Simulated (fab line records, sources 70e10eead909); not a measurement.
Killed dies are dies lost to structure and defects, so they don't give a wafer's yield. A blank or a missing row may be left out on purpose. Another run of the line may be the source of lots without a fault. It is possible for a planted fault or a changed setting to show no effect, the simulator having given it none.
fab line records | flow nandHarc
[record] lots = 6 | wafers = 18 | lastDay = 23
route steps=1159 shown A_CHANNEL_HOLE_D1@467 A_CHANNEL_FILL_D1@490 END@1159
lots with no fault: from the same line, run without faults
startH: hours from the record's opening day to when the first of the lot's shown wafers began | waitH: hours from the lot's prior step to this one | " as in the row above | L1.1+2: several wafers, shown together as one row | - no value, or no start was given | * or withheld: withheld | < > ~ a bound
route shown NAME@n: NAME is a module with steps in the file, n the number in the route of the first one | usual: mean/standard deviation of fault-free wafers | same: alike in all rows | chamber/n: place in a boat | sites: the reading at each site | _std_site: standard deviation across them | _edge_site: mean of outer sites minus mean of inner sites | radiusMm: for every site, how far away it sits from the centre of the wafer | mask NAME#n: copy n | behind: the last tool/chamber to shape the wafer | hold: why the lot went on hold/how many hours it stayed there/how the hold came to an end | device: which transistor (n, p or np) failed to switch | end of line: tests run on the same wafers once the route is complete | a step given without rows: its recipe and nothing more | killed: not the wafer's yield, but the dies lost to structure and defects at the first sort | map: the dies of a wafer, with x for killed, . for not killed, _ for no die there
set.NAME: the setting as run; set.NAME@STEP: as run at that earlier step | model.NAME: the simulator's own value behind a step, which no gauge read
lots seen at some steps along the route; tables by step, rows by wafer
services: the hour from which a tool's chamber was out of use, counted from the record's first day as startH (under 0 if before that day), plus the number of hours and why
[[steps]]
[step NHARC_A_CHANNEL_HOLE_D1_ETCH_39]
[recipe] targetDepthA = 2600 | overEtchFrac = 0.3 | timeS = 325 | ionEnergyEv = 200 | n2FlowSccm = 150 | h2FlowSccm = 150 | arFlowSccm = 0 | rfW = 400 | biasW = 150 | chemistry = N2/H2
[step NHARC_A_CHANNEL_HOLE_D1_ETCH_34]
[recipe] targetDepthA = 1540 | timeS = 77 | cf4FlowSccm = 100 | chf3FlowSccm = 30 | arFlowSccm = 0 | rfW = 500 | biasW = 200 | chemistry = CF4/CHF3
[usual] drypumpMotorCurrentA = 5.8/0.33 | oesProductAu = 0.938/0.022 | rfVppV = 371.6/2.3 | showerheadPlenumPTorr = 1.60/0.063 | throttleValvePct = 16.801/0.0092
lot.wafer | tool       | chamber | startH | waitH | drypumpMotorCurrentA | oesProductAu | rfHoursCounterH | rfVppV | showerheadPlenumPTorr | throttleValvePct
L122.4    | rieDiel-13 | 3       | -      | -     | 5.9                  | 0.924        | 6               | 367.9  | 1.47                  | 16.801
L122.6    | "          | 1       | "      | "     | 5.4                  | 0.938        | -               | 371.6  | 1.63                  | 16.813
L122.5    | "          | 2       | "      | "     | 5.5                  | 0.964        | -               | 373.3  | 1.62                  | 16.821
L121.1    | rieDiel-08 | 2       | -      | -     | 5.5                  | 0.916        | 6               | 372.2  | 1.64                  | 16.787
L121.4    | "          | 2       | "      | "     | 5.5                  | 0.923        | -               | 373.1  | 1.64                  | 16.800
L121.5    | "          | 3       | "      | "     | 6.4                  | 0.926        | -               | 373.0  | 1.65                  | 16.805
L132.3    | rieDiel-13 | 1       | -      | -     | 5.4                  | 0.956        | 9               | 371.6  | 1.63                  | 16.815
L132.4    | "          | 2       | "      | "     | 5.6                  | 0.940        | 9               | 373.1  | 1.62                  | 16.815
L132.2    | "          | 3       | "      | "     | 5.8                  | 0.936        | 11              | 367.4  | 1.47                  | 16.812
L134.2    | rieDiel-08 | 0       | -      | -     | 5.7                  | 0.938        | 2               | 373.9  | 1.67                  | 16.793
L134.5    | "          | 0       | "      | "     | 5.7                  | 0.922        | -               | 371.9  | 1.67                  | 16.806
L134.6    | "          | 1       | "      | "     | 6.2                  | 0.932        | -               | 370.1  | 1.52                  | 16.797
L136.3    | rieDiel-08 | 2       | -      | -     | 5.5                  | 0.916        | 13              | 372.8  | 1.64                  | 16.815
L136.1    | "          | 0       | "      | "     | 5.7                  | 0.955        | 4               | 374.4  | 1.67                  | 16.789
L136.6    | "          | 2       | "      | "     | 5.5                  | 0.916        | -               | 374.2  | 1.64                  | 16.807
L139.4    | rieDiel-08 | 0       | -      | -     | 5.7                  | 0.927        | 6               | 372.7  | 1.67                  | 16.796
L139.6    | "          | 3       | "      | "     | 6.4                  | 0.931        | -               | 371.0  | 1.65                  | 16.809
L139.5    | "          | 0       | "      | "     | 5.7                  | 0.921        | -               | 374.7  | 1.67                  | 16.798
[step NHARC_A_CHANNEL_HOLE_D1_ETCH_16]
[recipe] targetDepthA = 31000 | overEtchFrac = 0.3 | timeS = 806 | ionEnergyEv = 150 | o2FlowSccm = 400 | cosFlowSccm = 20 | arFlowSccm = 0 | rfW = 500 | biasW = 300 | chemistry = O2/COS
[step NHARC_A_CHANNEL_HOLE_D1_CD_MEAS_18]
[usual] cdNm = 98.2/2.7
lot.wafer | tool     | chamber | startH | waitH | cdNm
L122.4    | cdSem-02 | -       | 196.09 | -     | 97.4
L122.5    | "        | -       | "      | "     | 101.5
L122.6    | "        | -       | "      | "     | 100.3
L121.1    | cdSem-02 | -       | 197.13 | -     | 103.2
L121.4    | "        | -       | "      | "     | 98.1
L121.5    | "        | -       | "      | "     | 99.8
L132.2    | cdSem-01 | -       | 248.20 | -     | 98.4
L132.3    | "        | -       | "      | "     | 95.3
L132.4    | "        | -       | "      | "     | 100.6
L134.2    | cdSem-03 | -       | 257.68 | -     | 99.8
L134.5    | "        | -       | "      | "     | 101.0
L134.6    | "        | -       | "      | "     | 100.0
L136.1    | cdSem-03 | -       | 283.00 | -     | 98.8
L136.3    | "        | -       | "      | "     | 100.4
L136.6    | "        | -       | "      | "     | 97.0
L139.4    | cdSem-03 | -       | 294.45 | -     | 97.8
L139.5    | "        | -       | "      | "     | 94.8
L139.6    | "        | -       | "      | "     | 99.6
[step NHARC_A_CHANNEL_HOLE_D1_ETCH_19]
[recipe] biasV = 1200 | sourceW = 2500 | pressureMtorr = 15 | timeS = 34.5 | arFlowSccm = 375 | c4f8FlowSccm = 28.8 | o2FlowSccm = 96.2 | tempC = -20 | targetDepthA = * | chemistry = C4F8/O2/Ar
[step NHARC_A_CHANNEL_HOLE_D1_ETCH_20]
[recipe] biasV = 3000 | sourceW = withheld | pressureMtorr = 20 | timeS = 361.9 | arFlowSccm = 375 | c4f8FlowSccm = 89.3 | o2FlowSccm = 35.7 | tempC = -20 | targetDepthA = 16000 | chemistry = C4F8/O2/Ar
[step NHARC_A_CHANNEL_HOLE_D1_ETCH_21]
[recipe] biasV = 3000 | sourceW = withheld | pressureMtorr = 20 | timeS = 514.3 | arFlowSccm = 375 | c4f8FlowSccm = 89.3 | o2FlowSccm = 35.7 | tempC = -20 | targetDepthA = 16000 | chemistry = C4F8/O2/Ar
[step NHARC_A_CHANNEL_HOLE_D1_ETCH_22]
[recipe] biasV = 3000 | sourceW = withheld | pressureMtorr = 20 | timeS = 666.7 | arFlowSccm = 375 | c4f8FlowSccm = 89.3 | o2FlowSccm = 35.7 | tempC = -20 | targetDepthA = 16000 | chemistry = C4F8/O2/Ar
[usual] drypumpMotorCurrentA = 5.7/0.35 | showerheadPlenumPTorr = 3.76/0.087 | throttleValvePct = 32.155/0.0092
lot.wafer | tool       | chamber | startH | waitH | drypumpMotorCurrentA | rfHoursCounterH | showerheadPlenumPTorr | throttleValvePct
L122.4    | harEtch-01 | 1       | 197.20 | 0.4   | 6.0                  | -               | 3.68                  | 32.154
L122.5    | "          | 1       | "      | "     | 6.0                  | -               | 3.68                  | 32.135
L122.6    | "          | 0       | "      | "     | 5.4                  | -               | 3.82                  | 32.165
L121.1    | harEtch-02 | 1       | 201.16 | 0.4   | 5.3                  | 110             | 3.87                  | 32.164
L121.4    | "          | 1       | "      | "     | 5.3                  | -               | 3.87                  | 32.168
L121.5    | "          | 1       | "      | "     | 5.3                  | -               | 3.87                  | 32.161
L132.2    | harEtch-01 | 1       | 249.17 | 0.4   | 6.0                  | 220             | 3.67                  | 32.155
L132.4    | "          | 1       | "      | "     | 6.0                  | -               | 3.67                  | 32.154
L132.3    | "          | 0       | "      | "     | 5.4                  | -               | 3.81                  | 32.160
L134.2    | harEtch-01 | 0       | 258.72 | 0.4   | 5.5                  | 225             | 3.81                  | 32.162
L134.5    | "          | 1       | "      | "     | 6.0                  | -               | 3.67                  | 32.138
L134.6    | "          | 0       | "      | "     | 5.5                  | -               | 3.81                  | 32.156
L136.1    | harEtch-02 | 1       | 286.78 | 0.4   | 5.3                  | 150             | 3.85                  | 32.145
L136.3    | "          | 1       | "      | "     | 5.3                  | -               | 3.85                  | 32.165
L136.6    | "          | 0       | "      | "     | 6.1                  | -               | 3.66                  | 32.153
L139.4    | harEtch-02 | 0       | 295.68 | 0.4   | 6.1                  | -               | 3.66                  | 32.168
L139.6    | "          | 1       | "      | "     | 5.3                  | -               | 3.85                  | 32.153
L139.5    | "          | 0       | "      | "     | 6.1                  | -               | 3.66                  | 32.151
[step NHARC_A_CHANNEL_HOLE_D1_ETCH_23]
[recipe] biasV = 5000 | sourceW = withheld | pressureMtorr = 20 | timeS = 819 | arFlowSccm = 375 | c4f8FlowSccm = 89.3 | o2FlowSccm = 35.7 | tempC = -20 | targetDepthA = 16000 | chemistry = C4F8/O2/Ar
[step NHARC_A_CHANNEL_HOLE_D1_ETCH_24]
[recipe] biasV = 5000 | sourceW = withheld | pressureMtorr = 20 | timeS = 906.2 | arFlowSccm = 375 | c4f8FlowSccm = 93.8 | o2FlowSccm = 31.2 | tempC = -20 | targetDepthA = 15000 | chemistry = C4F8/O2/Ar
[usual] drypumpMotorCurrentA = 5.7/0.36 | showerheadPlenumPTorr = 3.75/0.087 | throttleValvePct = 32.237/0.0095
lot.wafer | tool       | chamber | startH | waitH | drypumpMotorCurrentA | rfHoursCounterH | showerheadPlenumPTorr | throttleValvePct
L122.4    | harEtch-01 | 1       | 198.55 | 0.6   | 6.0                  | -               | 3.68                  | 32.253
L122.5    | "          | 1       | "      | "     | 6.0                  | -               | 3.68                  | 32.237
L122.6    | "          | 0       | "      | "     | 5.4                  | -               | 3.82                  | 32.239
L121.1    | harEtch-02 | 1       | 202.46 | 0.6   | 5.3                  | 111             | 3.86                  | 32.240
L121.4    | "          | 1       | "      | "     | 5.3                  | -               | 3.86                  | 32.231
L121.5    | "          | 1       | "      | "     | 5.3                  | -               | 3.86                  | 32.246
L132.2    | harEtch-01 | 1       | 250.43 | 0.6   | 6.0                  | 221             | 3.67                  | 32.219
L132.4    | "          | 1       | "      | "     | 6.0                  | -               | 3.66                  | 32.232
L132.3    | "          | 0       | "      | "     | 5.5                  | -               | 3.80                  | 32.230
L134.2    | harEtch-01 | 0       | 260.02 | 0.6   | 5.4                  | 227             | 3.80                  | 32.235
L134.5    | "          | 1       | "      | "     | 6.0                  | -               | 3.66                  | 32.237
L134.6    | "          | 0       | "      | "     | 5.4                  | -               | 3.80                  | 32.236
L136.1    | harEtch-02 | 1       | 288.08 | 0.6   | 5.3                  | 152             | 3.84                  | 32.238
L136.3    | "          | 1       | "      | "     | 5.3                  | -               | 3.84                  | 32.230
L136.6    | "          | 0       | "      | "     | 6.0                  | -               | 3.66                  | 32.236
L139.4    | harEtch-02 | 0       | 297.03 | 0.6   | 6.1                  | -               | 3.66                  | 32.236
L139.6    | "          | 1       | "      | "     | 5.3                  | -               | 3.84                  | 32.229
L139.5    | "          | 0       | "      | "     | 6.0                  | -               | 3.66                  | 32.210
[step NHARC_A_CHANNEL_HOLE_D1_ETCH_25]
[recipe] biasV = 5000 | sourceW = withheld | pressureMtorr = 20 | timeS = 1040.2 | arFlowSccm = 375 | c4f8FlowSccm = 93.8 | o2FlowSccm = 31.2 | tempC = -20 | targetDepthA = 15000 | chemistry = C4F8/O2/Ar
[step NHARC_A_CHANNEL_HOLE_D1_ETCH_26]
[recipe] biasV = 300 | sourceW = 2000 | pressureMtorr = 30 | timeS = 224.1 | arFlowSccm = 375 | c4f8FlowSccm = 11.4 | o2FlowSccm = 113.6 | tempC = -20 | targetDepthA = 3000 | chemistry = C4F8/O2/Ar
[step NHARC_A_CHANNEL_HOLE_D1_ETCH_33]
[recipe] biasV = 400 | sourceW = 2000 | pressureMtorr = 25 | timeS = 90 | arFlowSccm = 375 | c4f8FlowSccm = 41.7 | o2FlowSccm = 83.3 | tempC = -20 | targetDepthA = 4000 | chemistry = C4F8/O2/Ar
[usual] drypumpMotorCurrentA = 5.7/0.35 | showerheadPlenumPTorr = 3.80/0.09 | throttleValvePct = 27.618/0.0087
lot.wafer | tool       | chamber | startH | waitH | drypumpMotorCurrentA | rfHoursCounterH | showerheadPlenumPTorr | throttleValvePct
L122.4    | harEtch-01 | 1       | 200.21 | 0.2   | 6.0                  | -               | 3.72                  | 27.615
L122.5    | "          | 1       | "      | "     | 6.0                  | -               | 3.72                  | 27.606
L122.6    | "          | 0       | "      | "     | 5.5                  | -               | 3.86                  | 27.623
L121.1    | harEtch-02 | 1       | 204.30 | 0.2   | 5.3                  | 113             | 3.91                  | 27.624
L121.4    | "          | 1       | "      | "     | 5.3                  | -               | 3.91                  | 27.616
L121.5    | "          | 1       | "      | "     | 5.3                  | -               | 3.91                  | 27.608
L132.2    | harEtch-01 | 1       | 252.28 | 0.2   | 6.0                  | 223             | 3.71                  | 27.615
L132.4    | "          | 1       | "      | "     | 6.0                  | -               | 3.71                  | 27.612
L132.3    | "          | 0       | "      | "     | 5.4                  | -               | 3.85                  | 27.623
L134.2    | harEtch-01 | 0       | 261.77 | 0.2   | 5.4                  | 228             | 3.85                  | 27.619
L134.5    | "          | 1       | "      | "     | 6.0                  | -               | 3.71                  | 27.628
L134.6    | "          | 0       | "      | "     | 5.4                  | -               | 3.85                  | 27.624
L136.1    | harEtch-02 | 1       | 289.84 | 0.2   | 5.3                  | 153             | 3.89                  | 27.618
L136.3    | "          | 1       | "      | "     | 5.3                  | -               | 3.89                  | 27.629
L136.6    | "          | 0       | "      | "     | 6.1                  | -               | 3.70                  | 27.628
L139.4    | harEtch-02 | 0       | 298.57 | 0.2   | 6.0                  | -               | 3.70                  | 27.608
L139.6    | "          | 1       | "      | "     | 5.3                  | -               | 3.89                  | 27.636
L139.5    | "          | 0       | "      | "     | 6.0                  | -               | 3.70                  | 27.622
[step NHARC_A_CHANNEL_HOLE_D1_STRIP_41]
[recipe] n2FlowSccm = 150 | h2FlowSccm = 150 | arFlowSccm = 0 | biasW = 0 | chemistry = N2/H2
[step NHARC_A_CHANNEL_HOLE_D1_STRIP_42]
[recipe] cf4FlowSccm = 100 | chf3FlowSccm = 30 | arFlowSccm = 0 | biasW = 0 | chemistry = CF4/CHF3
[step NHARC_A_CHANNEL_HOLE_D1_STRIP_43]
[recipe] o2FlowSccm = 400 | cosFlowSccm = 20 | arFlowSccm = 0 | biasW = 0 | chemistry = O2/COS
[step NHARC_A_CHANNEL_HOLE_D1_ETCH_44]
[recipe] targetDepthA = 1400 | overetchA = 140 | timeS = 77 | ionEnergyEv = 100 | cf4FlowSccm = 80 | o2FlowSccm = 20 | arFlowSccm = 0 | rfW = 300 | biasW = 100 | chemistry = CF4/O2
[usual] drypumpMotorCurrentA = 5.8/0.31 | oes_o_777_au = 1.000/0.0044 | oesProductAu = 1.007/0.013 | rfVppV = 198.3/1.2 | showerheadPlenumPTorr = 1.36/0.057 | throttleValvePct = 13.398/0.0092
lot.wafer | tool       | chamber | startH | waitH | drypumpMotorCurrentA | oes_o_777_au | oesProductAu | rfHoursCounterH | rfVppV | showerheadPlenumPTorr | throttleValvePct
L122.4    | rieDiel-11 | 3       | 200.91 | 0.1   | 5.7                  | 1.006        | 1.008        | 0               | 197.7  | 1.38                  | 13.406
L122.6    | "          | 2       | "      | "     | 5.9                  | 0.998        | 1.018        | -               | 198.1  | 1.36                  | 13.393
L122.5    | "          | 3       | "      | "     | 5.8                  | 1.008        | 1.000        | -               | 198.0  | 1.38                  | 13.411
L121.1    | rieDiel-08 | 3       | 205.09 | 0.1   | 6.4                  | 1.004        | 0.987        | 7               | 198.5  | 1.40                  | 13.398
L121.5    | "          | 2       | "      | "     | 5.5                  | 1.002        | 0.990        | -               | 198.6  | 1.39                  | 13.390
L121.4    | "          | 3       | "      | "     | 6.4                  | 1.000        | 0.993        | -               | 198.8  | 1.40                  | 13.403
L132.4    | rieDiel-13 | 3       | 253.02 | 0.1   | 5.8                  | 1.005        | 1.010        | 12              | 195.7  | 1.24                  | 13.413
L132.2    | "          | 0       | "      | "     | 6.2                  | 0.997        | 0.986        | 11              | 200.4  | 1.42                  | 13.406
L132.3    | "          | 1       | "      | "     | 5.4                  | 1.007        | 1.039        | 9               | 199.6  | 1.39                  | 13.401
L134.2    | rieDiel-13 | 3       | 262.54 | 0.1   | 5.8                  | 1.002        | 1.009        | 13              | 195.3  | 1.24                  | 13.426
L134.6    | "          | 0       | "      | "     | 6.2                  | 0.994        | 0.987        | -               | 198.7  | 1.42                  | 13.394
L134.5    | "          | 1       | "      | "     | 5.3                  | 1.006        | 1.020        | -               | 200.0  | 1.39                  | 13.386
L136.1    | rieDiel-11 | 1       | 290.57 | 0.1   | 5.9                  | 0.999        | 1.019        | 6               | 198.3  | 1.37                  | 13.397
L136.3    | "          | 2       | "      | "     | 5.8                  | 1.006        | 1.013        | 6               | 198.9  | 1.36                  | 13.405
L136.6    | "          | 0       | "      | "     | 5.6                  | 0.998        | 1.004        | -               | 196.6  | 1.29                  | 13.406
L139.4    | rieDiel-13 | 3       | 299.23 | 0.1   | 5.8                  | 1.008        | 1.013        | 1               | 196.8  | 1.24                  | 13.390
L139.6    | "          | 2       | "      | "     | 5.6                  | 0.995        | 1.027        | -               | 198.9  | 1.38                  | 13.398
L139.5    | "          | 3       | "      | "     | 5.8                  | 1.006        | 1.022        | -               | 196.8  | 1.24                  | 13.390
[step NHARC_A_CHANNEL_HOLE_D1_STRIP_27]
[recipe] o2FlowSccm = 500 | arFlowSccm = 0 | biasW = 0 | chemistry = O2
[usual] drypumpMotorCurrentA = 5.82/0.3 | oesProductAu = 1.008/0.012 | rfVppV = 58.0/0.98 | showerheadPlenumPTorr = 3.58/0.15 | throttleValvePct = 17.037/0.0096
lot.wafer | tool       | chamber | startH | waitH | drypumpMotorCurrentA | oesProductAu | rfHoursCounterH | rfVppV | showerheadPlenumPTorr | throttleValvePct
L122.4    | rieDiel-11 | 1       | -      | -     | 5.94                 | 1.011        | 0               | 56.8   | 3.62                  | 17.032
L122.6    | "          | 1       | "      | "     | 5.98                 | 1.007        | -               | 58.4   | 3.62                  | 17.050
L122.5    | "          | 2       | "      | "     | 5.85                 | 1.019        | -               | 59.5   | 3.59                  | 17.036
L121.1    | rieDiel-08 | 1       | -      | -     | 6.16                 | 1.011        | 6               | 57.5   | 3.41                  | 17.046
L121.4    | "          | 1       | "      | "     | 6.12                 | 1.010        | -               | 58.0   | 3.41                  | 17.028
L121.5    | "          | 2       | "      | "     | 5.48                 | 0.999        | -               | 59.2   | 3.68                  | 17.023
L132.4    | rieDiel-13 | 2       | -      | -     | 5.56                 | 1.025        | 10              | 58.3   | 3.63                  | 17.037
L132.3    | "          | 3       | "      | "     | 5.82                 | 1.003        | 12              | 57.0   | 3.30                  | 17.042
L132.2    | "          | 0       | "      | "     | 6.23                 | 0.997        | 11              | 59.3   | 3.75                  | 17.030
L134.2    | rieDiel-13 | 0       | -      | -     | 6.26                 | 0.994        | 12              | 60.1   | 3.75                  | 17.037
L134.5    | "          | 0       | "      | "     | 6.25                 | 0.992        | -               | 58.3   | 3.75                  | 17.049
L134.6    | "          | 1       | "      | "     | 5.42                 | 1.035        | -               | 58.0   | 3.66                  | 17.040
L136.1    | rieDiel-11 | 2       | -      | -     | 5.82                 | 1.010        | 7               | 57.4   | 3.58                  | 17.035
L136.3    | "          | 3       | "      | "     | 5.74                 | 1.001        | 6               | 60.4   | 3.64                  | 17.040
L136.6    | "          | 2       | "      | "     | 5.85                 | 1.017        | -               | 57.2   | 3.58                  | 17.023
L139.4    | rieDiel-13 | 3       | -      | -     | 5.83                 | 0.999        | 1               | 57.0   | 3.29                  | 17.037
L139.5    | "          | 2       | "      | "     | 5.56                 | 1.018        | -               | 58.9   | 3.63                  | 17.037
L139.6    | "          | 3       | "      | "     | 5.85                 | 0.998        | -               | 58.1   | 3.30                  | 17.047
[step NHARC_A_CHANNEL_HOLE_D1_PRECLEAN_28]
[recipe] timeS = * | tempC = 50 | bathAgeMin = 0 | chemistry = SC1
[step NHARC_A_CHANNEL_HOLE_D1_SRD_29]
[step NHARC_A_CHANNEL_HOLE_D1_CD_MEAS_30]
[usual] cdNm = 90.2/1.8
lot.wafer | tool     | chamber | startH | waitH | cdNm
L122.4    | cdSem-02 | -       | 201.73 | -     | 89.6
L122.5    | "        | -       | "      | "     | 89.5
L122.6    | "        | -       | "      | "     | 93.3
L121.1    | cdSem-02 | -       | 205.99 | -     | 90.4
L121.4    | "        | -       | "      | "     | 91.2
L121.5    | "        | -       | "      | "     | 89.3
L132.2    | cdSem-01 | -       | 253.82 | -     | 88.9
L132.3    | "        | -       | "      | "     | 89.1
L132.4    | "        | -       | "      | "     | 89.1
L134.2    | cdSem-01 | -       | 263.34 | -     | 89.8
L134.5    | "        | -       | "      | "     | 88.9
L134.6    | "        | -       | "      | "     | 90.7
L136.1    | cdSem-01 | -       | 291.41 | 0.1   | 89.6
L136.3    | "        | -       | "      | "     | 94.2
L136.6    | "        | -       | "      | "     | 89.3
L139.4    | cdSem-02 | -       | 300.03 | -     | 91.2
L139.5    | "        | -       | "      | "     | 90.8
L139.6    | "        | -       | "      | "     | 94.2
[step NHARC_A_CHANNEL_HOLE_D1_XSEM_31]
[recipe] landingEnergyEv = 35000
[step NHARC_A_CHANNEL_HOLE_D1_INSPECT_40]
[usual] rawDefectCount = 59/16
lot.wafer | tool             | chamber | startH | waitH | rawDefectCount
L122.4    | defectInspect-02 | -       | 201.91 | -     | 45
L122.5    | "                | -       | "      | "     | 64
L122.6    | "                | -       | "      | "     | 64
L121.1    | defectInspect-01 | -       | 206.19 | -     | 83
L121.4    | "                | -       | "      | "     | 56
L121.5    | "                | -       | "      | "     | 44
L132.2    | defectInspect-02 | -       | 254.01 | -     | 893
L132.3    | "                | -       | "      | "     | 895
L132.4    | "                | -       | "      | "     | 912
L134.2    | defectInspect-02 | -       | 263.53 | -     | 871
L134.5    | "                | -       | "      | "     | 852
L134.6    | "                | -       | "      | "     | 859
L136.1    | defectInspect-02 | -       | 291.60 | -     | 46
L136.3    | "                | -       | "      | "     | 58
L136.6    | "                | -       | "      | "     | 49
L139.4    | defectInspect-01 | -       | 300.21 | -     | 26
L139.5    | "                | -       | "      | "     | 66
L139.6    | "                | -       | "      | "     | 71
[step NHARC_A_CHANNEL_FILL_D1_PRECLEAN_00]
[recipe] timeS = * | tempC = 50 | bathAgeMin = 0 | chemistry = SC1
[step NHARC_END_SORT_01]
[recipe] tempC = 25
[usual] killedAtArray = 28/11 | killedAtOther = 0.5/0.87 | killedAtPeriphery = 2.9/2.2 | killedDies = 32/11 | killedOpen = 3.2/1.9 | killedShort = 1.8/1.4
[same] grossDies = 677
lot.wafer | tool      | chamber | startH | waitH | killedAtArray | killedAtOther | killedAtPeriphery | killedDies | killedOpen | killedShort
L132.2    | prober-01 | 0       | 501.53 | 2.8   | 107           | 0             | 2                 | 109        | 1          | 0
L132.3    | prober-01 | 0       | 502.33 | 3.1   | 82            | 1             | 5                 | 88         | 3          | 3
L132.4    | prober-01 | 0       | 503.13 | 3.4   | 110           | 0             | 2                 | 112        | 5          | 3
L134.2    | prober-01 | 0       | 517.11 | 2.8   | 87            | 0             | 2                 | 89         | 1          | 0
L134.5    | prober-01 | 0       | 519.53 | 3.7   | 119           | 1             | 1                 | 121        | 1          | 1
L134.6    | prober-01 | 0       | 520.33 | 4.0   | 104           | 1             | 0                 | 105        | 4          | 4
// killed by level:class
L132.2 A_CHANNEL_HOLE_D1:unspecified=94 A_CONTACT:chamberFilmFlake=5 A_SLIT:chamberFilmFlake=4 A_STAIRCASE:chamberFilmFlake=2 A_M0:geometricParticle:open=1 P_GATE:chamberFilmFlake=1 P_M1:chamberFilmFlake=1 A_CHANNEL_HOLE_D1:chamberFilmFlake=1
L132.3 A_CHANNEL_HOLE_D1:unspecified=68 A_CONTACT:chamberFilmFlake=6 P_STI:chamberFilmFlake=3 P_GATE:chamberFilmFlake=2 A_SLIT:chamberFilmFlake=2 A_ONON_D1:geometricParticle:open=1 A_ONON_D1:geometricParticle:short=1 A_SGD_CUT:geometricParticle:open=1
L132.4 A_CHANNEL_HOLE_D1:unspecified=91 A_STAIRCASE:chamberFilmFlake=4 A_SGD_CUT:geometricParticle:short=2 A_CHANNEL_HOLE_D1:chamberFilmFlake=2 A_SLIT:chamberFilmFlake=2 A_BLC:chamberFilmFlake=2 P_CONTACT:geometricParticle:open=1 A_CHANNEL_FILL_D1:geometricParticle:short=1
L134.2 A_CHANNEL_HOLE_D1:unspecified=76 A_STAIRCASE:chamberFilmFlake=6 A_SLIT:chamberFilmFlake=2 A_CONTACT:chamberFilmFlake=2 P_M0:geometricParticle:open=1 P_STI:chamberFilmFlake=1 A_CHANNEL_HOLE_D1:chamberFilmFlake=1
L134.5 A_CHANNEL_HOLE_D1:unspecified=93 A_SLIT:chamberFilmFlake=13 A_STAIRCASE:chamberFilmFlake=5 A_CHANNEL_HOLE_D1:chamberFilmFlake=3 A_WL_FILL:geometricParticle:short=1 A_CONTACT:geometricParticle:open=1 P_STI:chamberFilmFlake=1 A_CHANNEL_FILL_D1:chamberFilmFlake=1
L134.6 A_CHANNEL_HOLE_D1:unspecified=78 A_SLIT:chamberFilmFlake=10 A_STAIRCASE:chamberFilmFlake=6 A_M0:geometricParticle:short=2 A_SOURCE_PLATE:geometricParticle:open=1 A_CHANNEL_FILL_D1:geometricParticle:short=1 A_SGD_CUT:geometricParticle:open=1 A_WL_FILL:geometricParticle:short=1
// map L132.4 (x killed, . not)
____________.____________
_________x...x.x_________
_______........x.._______
______.............______
_____....x.........._____
____.................____
____.................____
___...................___
___...................___
__.....................__
__.......xx............__
_......................._
_.............x........._
_......................._
_....x.................._
_............x.........._
..............xx.........
.............x....x......
..........xxxxxx.........
...........xxxxxx........
..........xxxxxxxxx......
_.........xxxxxxxx......_
_......x..xxxxxxxx......_
_........x.xxxxxxxx....._
_........xxxxxxxxx......_
_..........xxxxxxxx....._
__........xxxxxxxxxx...__
__.........xxxxxxxx.x..__
___........xxxxxx..x..___
___.........xxxx......___
____.................____
____....x......x...x.____
_____..............x_____
______.............______
_______..........._______
_________......._________
____________.____________
// map L134.5 (x killed, . not)
____________.____________
_________......._________
_______..........._______
______.......x.....______
_____..............._____
____.................____
____...x......x......____
___...................___
___...................___
__.....................__
__.....................__
_..x...................._
_.......x..............._
_............x.........._
_x......................_
_......................._
.............x.x.........
xx...........xxx.........
x............xxxxxx......
xx..x.......xxxxxx.......
.xxx......xxxxxxxx.......
_.x......xxxxxxxx.x....._
_..x......xxxxxxxx....x._
_........xxxxxxxxx......_
_....x....xxxxxxxxx....._
_.........xxxxxxxx......_
__.........xxxxxxxx....__
__x...x....xxxxxxx.....__
___.......x.xxx.xx..x.___
___..........xxxx.....___
____.......x.........____
____.......x.....x...____
_____.x............._____
______...x.........______
_______..........._______
_________......._________
____________.____________
[[services]]
tool       | chamber | startH | hours | kind
rieDiel-13 | 0       | 181.50 | -     | clean
rieDiel-13 | 1       | 181.50 | -     | clean
rieDiel-13 | 2       | 181.50 | -     | clean
rieDiel-13 | 3       | 181.50 | -     | clean
rieDiel-11 | 2       | 186.98 | 3.6   | repair
rieDiel-11 | -       | 189.56 | 9.0   | pm
rieDiel-13 | 0       | 206.00 | -     | clean
rieDiel-13 | 1       | 206.00 | -     | clean
rieDiel-13 | 2       | 206.00 | -     | clean
rieDiel-13 | 3       | 206.00 | -     | clean
rieDiel-11 | 3       | 208.10 | 6.4   | repair
rieDiel-13 | 1       | 223.23 | 23.2  | repair
rieDiel-13 | 0       | 230.66 | -     | clean
rieDiel-13 | 2       | 230.66 | -     | clean
rieDiel-13 | 3       | 230.66 | -     | clean
rieDiel-13 | 0       | 255.16 | -     | clean
rieDiel-13 | 1       | 255.16 | -     | clean
rieDiel-13 | 2       | 255.16 | -     | clean
rieDiel-13 | 3       | 255.16 | -     | clean
rieDiel-13 | -       | 276.00 | 9.0   | pm
rieDiel-13 | 0       | 276.00 | 9.0   | ventCycle
rieDiel-13 | 1       | 276.00 | 9.0   | ventCycle
rieDiel-13 | 2       | 276.00 | 9.0   | ventCycle
rieDiel-08 | 3       | 298.10 | 2.3   | repair
[[key]]
[firstSign] step = NHARC_A_CHANNEL_HOLE_D1_INSPECT_40 | reading = rawDefectCount | direction = up | sigmas = 51 | usual = 59 | struck = 880
[effect] step = NHARC_END_SORT_01 | reading = killedAtArray | direction = up | sigmas = 6.7 | usual = 28 | struck = 102
[moreKillsBornAt] NHARC_A_CHANNEL_HOLE_D1_ETCH_33@harEtch-01 = 431
metAt NHARC_A_CHANNEL_HOLE_D1_ETCH_33
struckWafers L132.2,L132.3,L132.4,L134.2,L134.5,L134.6
testerLeftOut L132,L134
onsetBetween 200.21 252.28
alsoFits NHARC_A_CHANNEL_HOLE_D1_ETCH_22:harEtch-01,NHARC_A_CHANNEL_HOLE_D1_ETCH_24:harEtch-01
[fault] kind = chamberParticleSource | tool = harEtch-01 | chamber = - | onsetH = 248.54 | steps = NHARC_A_CHANNEL_HOLE_D1_ETCH_33 | ratePerVisitCm2 = 1.26 | endH = 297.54
// testerLeftOut: of these lots the tester's yield and bins aren't shown, on N5 and GAA mostly nor the transistor test; their killed dies are dies lost to structure and defects alone, not to doping, threshold or leakage, so they don't give the yield
